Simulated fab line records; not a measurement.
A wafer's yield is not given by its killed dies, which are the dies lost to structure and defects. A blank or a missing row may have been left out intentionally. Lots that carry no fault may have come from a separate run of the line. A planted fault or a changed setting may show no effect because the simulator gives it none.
Lot-split experiment + flow n5-finfet + route with 1938 steps; 7 lots, 21 wafers read

## ABOUT THE SPLIT
At N5_SD_EPI_N_PEB_07 (peb time 60 s), the setting peb-time-s was moved away from the recipe's 60 s on 7 of the 21 wafers read, by -22.5% to +6.0%. All remaining wafers had this setting at the recipe value.

## BETWEEN THE SPLIT AND THE READING: the file shows 1 step in between
- N5_SD_EPI_N_DEVELOP_08: develop time 30 s

## THE READING
cd-nm at N5_SD_EPI_N_CD_MEAS_09, given in nm (cd target 120 nm). A value of 119.9 nm with a standard deviation of 0.52 nm is what fault-free wafers of this fab line usually give.

| wafer  | tool, chamber at the split | peb-time-s as run, s | against the recipe | cd-nm, nm | against lot-mates on the recipe |
|--------|----------------------------|----------------------|--------------------|-----------|---------------------------------|
| L076.2 | litho-track-02, 0          | 60                   | recipe             | 120.5     | -                               |
| L076.4 | litho-track-02, 0          | 60                   | recipe             | 120.2     | -                               |
| L076.5 | litho-track-02, 0          | 60                   | recipe             | 119.6     | -                               |
| L079.1 | litho-track-02, 0          | 60                   | recipe             | 116.1     | -                               |
| L079.2 | litho-track-02, 0          | 60                   | recipe             | 117.0     | -                               |
| L079.4 | litho-track-02, 0          | 60                   | recipe             | 120.5     | -                               |
| L083.3 | litho-track-05, 0          | 54.21                | -9.7%              | 116.1     | -3.7                            |
| L083.4 | litho-track-05, 0          | 60                   | recipe             | 119.8     | -                               |
| L083.5 | litho-track-05, 0          | 54.21                | -9.7%              | 113.1     | -6.7                            |
| L088.1 | litho-track-02, 0          | 63.61                | +6.0%              | 121.6     | +5.5                            |
| L088.4 | litho-track-02, 0          | 60                   | recipe             | 116.1     | -                               |
| L088.5 | litho-track-02, 0          | 63.61                | +6.0%              | 121.4     | +5.3                            |
| L089.1 | litho-track-05, 0          | 60                   | recipe             | 119.6     | -                               |
| L089.2 | litho-track-05, 0          | 49.48                | -17.5%             | 113.2     | -6.5                            |
| L089.4 | litho-track-05, 0          | 60                   | recipe             | 119.8     | -                               |
| L090.1 | litho-track-04, 0          | 60                   | recipe             | 122.5     | -                               |
| L090.2 | litho-track-04, 0          | 60                   | recipe             | 120.5     | -                               |
| L090.5 | litho-track-04, 0          | 60                   | recipe             | 119.7     | -                               |
| L092.1 | litho-track-02, 0          | 46.53                | -22.5%             | 109.6     | -9.8                            |
| L092.3 | litho-track-02, 0          | 46.53                | -22.5%             | 109.6     | -9.8                            |
| L092.4 | litho-track-02, 0          | 60                   | recipe             | 119.4     | -                               |

THE FIT
A straight line over all 21 wafers: cd-nm changes by +0.419 nm for each +1% of peb-time-s; r = +0.91; the points scatter about the line by 1.6 nm.
The same after taking each lot's own level away (the mean of its wafers on the recipe; 21 wafers): +0.472 nm for each +1%; r = +0.95; scatter 1.4 nm.
On that fit, the largest move of peb-time-s shifts the reading by 11 nm.
The span of the lots' own levels, 116.10 to 120.90 nm, comes to 9.2 times the standard deviation stated above.
In other words, the slope is changed by the lot-to-lot level; the two fits disagree.
Check: for one of the wafers moved furthest among these (-22.5%), held out of the fit, the line's prediction against its lot-mates is -10.5 nm. It came out at -9.8 nm against them.

## OTHER SPLITS APPLIED TO THESE WAFERS
Note: prior to the reading, these wafers also went through further splits. Each is held against what the fit with the lots' levels taken away leaves over:
| other split on the same wafers     | wafers away from the commonest value | r with cd-nm (lot level and that fit taken away) |
|------------------------------------|--------------------------------------|--------------------------------------------------|
| N5_WELL_APT_EXPOSE_05 dose-mj      | 6                                    | +0.03                                            |
| N5_WELL_APT_PEB_06 peb-time-s      | 9                                    | +0.19                                            |
| N5_FIN_SAQP_ETCH_69 target-depth-a | 7                                    | -0.53                                            |
| N5_DUMMY_GATE_HM_DEP_06 time-s     | 18                                   | -0.20                                            |
| N5_SD_EPI_N_EXPOSE_06 dose-mj      | 5                                    | +0.53                                            |

## THE WHOLE CHAIN: every reading that the file lists as answering this split, in the file's order
| step                     | what it does                                                       | reading                                                         | change (the file's fit)                                                                  | r (the file's) |
|--------------------------|--------------------------------------------------------------------|-----------------------------------------------------------------|------------------------------------------------------------------------------------------|----------------|
| N5_SD_EPI_N_CD_MEAS_09   | target cd 120 nm                                                   | cd-nm                                                           | +0.443 nm for each +1% of the setting                                                    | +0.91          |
| N5_SD_EPI_N_DESCUM_14    | chemistry O2, time 7.9 s                                           | SD_EPI_N.cd-nm (the simulator's own value, which no gauge read) | +0.449 nm for each +1% of the setting                                                    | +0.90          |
| N5_SD_EPI_N_ETCH_35      | etches SOC in N2/H2, overetch 108 nm, time 486 s                   | SD_EPI_N.cd-nm (the simulator's own value, which no gauge read) | +0.424 nm for each +1% of the setting                                                    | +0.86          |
| N5_SD_EPI_N_ETCH_16      | etches SiO2 in CHF3/O2, target depth 5 nm                          | SD_EPI_N.cd-nm (the simulator's own value, which no gauge read) | +0.429 nm for each +1% of the setting                                                    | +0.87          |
| N5_SD_EPI_N_ETCH_34      | etches SiARC in CF4, target depth 45.5 nm, time 75.8 s             | SD_EPI_N.cd-nm (the simulator's own value, which no gauge read) | +0.413 nm for each +1% of the setting, in a fit together with dose-mj@SD_EPI_N_EXPOSE_06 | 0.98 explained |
| N5_SD_EPI_N_SD_RECESS_17 | chemistry HBr/Cl2/O2, target depth 41 nm, time 23.7 s, bt time 3 s | SD_EPI_N.cd-nm (the simulator's own value, which no gauge read) | +0.383 nm for each +1% of the setting, in a fit together with dose-mj@SD_EPI_N_EXPOSE_06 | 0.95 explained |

## FILE'S OWN FIT
cd-nm changes by +0.443 nm for each +1% of peb-time-s, r = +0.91.
